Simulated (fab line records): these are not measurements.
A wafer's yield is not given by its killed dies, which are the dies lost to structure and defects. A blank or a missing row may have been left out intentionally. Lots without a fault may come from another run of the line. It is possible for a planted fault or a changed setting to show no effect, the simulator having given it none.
Chamber matching | flow n5Finfet | 4 sister chambers for N5_FIN_CUT_CUT_ETCH_15 on rieSi-01
The step etches Si in HBr/Cl2/O2, target depth 100 nm, bt time 10 s, time 42.4 s. 4 wafers are shown with their chamber, then 11 later ones without.

EACH WAFER AND ITS CHAMBER
wafer  | chamber | throttleValvePct (%)
L090.1 | 0       | 37.18
L090.2 | 3       | 37.03
L090.3 | 2       | 37.48
L093.1 | 1       | 37.16

WAFERS WITHOUT THEIR CHAMBER
wafer  | throttleValvePct (%)
L093.2 | 37.49
L093.5 | 37.18
L094.2 | 37.49
L094.3 | 37.18
L094.5 | 37.16
L095.2 | 37.15
L095.4 | 37.15
L095.6 | 37.17
L097.1 | 37.48
L097.2 | 37.02
L097.4 | 37.16

THE CHAMBER EACH PASSED THROUGH
wafer  | from the rows above     | in truth
L093.2 | 2                       | 2
L093.5 | 0                       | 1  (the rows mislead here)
L094.2 | 2                       | 2
L094.3 | 0                       | 0
L094.5 | 1                       | 1
L095.2 | 1                       | 1
L095.4 | 1                       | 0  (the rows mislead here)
L095.6 | can't be placed: 0 or 1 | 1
L097.1 | 2                       | 2
L097.2 | 3                       | 3
L097.4 | 1                       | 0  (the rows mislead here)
7 of 11 placed correctly. Cannot be placed on the basis of these rows: 1; the candidates contain the true chamber in 1. Placed wrongly: 3.
How it was worked out, from the rows above alone: a wafer's distance from a chamber is the root of the sum, over the readings, of the square of ((its reading less the chamber's mean) divided by the reading's scatter). If the next closest chamber is less than 2 further off than the closest, the wafer can't be placed; otherwise it belongs to the closest. A chamber's mean is the mean of its shown wafers. The scatter (one wafer shown for each chamber): square how far every hidden wafer sits from the nearest shown wafer, average those squares and take the square root.
